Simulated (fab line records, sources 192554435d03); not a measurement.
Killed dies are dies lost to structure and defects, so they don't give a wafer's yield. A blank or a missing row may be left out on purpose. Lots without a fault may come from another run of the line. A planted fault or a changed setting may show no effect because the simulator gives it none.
Chamber matching | flow n5_finfet | N5_FIN_SAQP_MANDREL2_REMOVE_60 on rie_si-05: 4 sister chambers
The step chemistry HBr/Cl2/O2, target a-Si, stops on SiNx, bt time 10 s. 8 wafers are shown with their chamber, then 8 later ones without.

WAFERS WITH THEIR CHAMBER
wafer  | chamber | throttle_valve_pct (%) | oes_product_au (a.u.)
L088.1 | 0       | 36.34                  | 1.001
L088.6 | 1       | 36.44                  | 0.999
L089.2 | 2       | 36.65                  | 1.005
L089.5 | 0       | 36.36                  | 0.998
L093.1 | 1       | 36.44                  | 1.007
L093.2 | 2       | 36.66                  | 1.002
L093.3 | 3       | 36.47                  | 0.988
L093.4 | 3       | 36.48                  | 0.994

WAFERS WITHOUT THEIR CHAMBER
wafer  | throttle_valve_pct (%) | oes_product_au (a.u.)
L093.5 | 36.44                  | 1.005
L093.6 | 36.65                  | 0.999
L094.2 | 36.47                  | 0.988
L094.3 | 36.34                  | 1.003
L094.5 | 36.46                  | 0.985
L095.3 | 36.48                  | 0.994
L095.4 | 36.62                  | 1.005
L095.5 | 36.35                  | 0.999

WHICH CHAMBER EACH WENT THROUGH
wafer  | from the rows above | in truth
L093.5 | 1                   | 1
L093.6 | 2                   | 2
L094.2 | 3                   | 3
L094.3 | 0                   | 0
L094.5 | 3                   | 3
L095.3 | 3                   | 3
L095.4 | 2                   | 2
L095.5 | 0                   | 0
Placed correctly: 8 of 8. Can't be placed from these rows: 0. Placed wrongly: 0.
How it was worked out, from the rows above alone: a wafer's distance from a chamber is the root of the sum, over the readings, of the square of ((its reading less the chamber's mean) divided by the reading's scatter). The wafer belongs to the nearest chamber; if the next one is less than 2 further off, it can't be placed. A chamber's mean is the mean of its shown wafers. The scatter: the root of (the sum of the squares of (reading less its chamber's mean) over the shown wafers, divided by (wafers less chambers)).
